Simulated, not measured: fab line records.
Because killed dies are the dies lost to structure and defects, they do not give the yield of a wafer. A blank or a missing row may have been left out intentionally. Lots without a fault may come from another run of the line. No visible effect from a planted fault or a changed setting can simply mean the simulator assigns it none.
Chamber matching ; flow n5-finfet ; N5_MOL_CONTACT_COAG_ETCH_106 on rie-diel-04: 4 sister chambers
The step etches SOC in N2/H2, target depth 80 nm, overetch 16 nm, time 120 s. 4 wafers are shown with their chamber, then 9 later ones without.

WAFERS, EACH WITH ITS CHAMBER
wafer;chamber;showerhead-plenum-p-Torr (Torr)
L080.1;1;2.52
L080.4;2;2.64
L089.5;0;2.54
L089.6;3;2.70

WAFERS WITHOUT THEIR CHAMBER
wafer;showerhead-plenum-p-Torr (Torr)
L091.2;2.51
L091.3;2.63
L091.6;2.54
L095.2;2.70
L095.3;2.54
L095.4;2.51
L096.3;2.63
L096.5;2.51
L096.6;2.54

WHICH CHAMBER EACH WENT THROUGH
wafer;from the rows above;in truth
L091.2;1;1
L091.3;2;2
L091.6;0;0
L095.2;3;3
L095.3;0;0
L095.4;1;1
L096.3;2;2
L096.5;1;1
L096.6;0;0
Correctly placed: 9 of 9. Left unplaced by these rows: 0. Number placed wrongly: 0.
How it was worked out, from the rows above alone: a wafer's distance from a chamber is the root of the sum, over the readings, of the square of ((its reading less the chamber's mean) divided by the reading's scatter). If the next closest chamber is less than 2 further off than the closest, the wafer can't be placed; otherwise it belongs to the closest. The mean given for a chamber averages the wafers shown for that chamber. The scatter: root of mean squared gap, hidden wafer to nearest shown wafer, with one shown wafer a chamber.
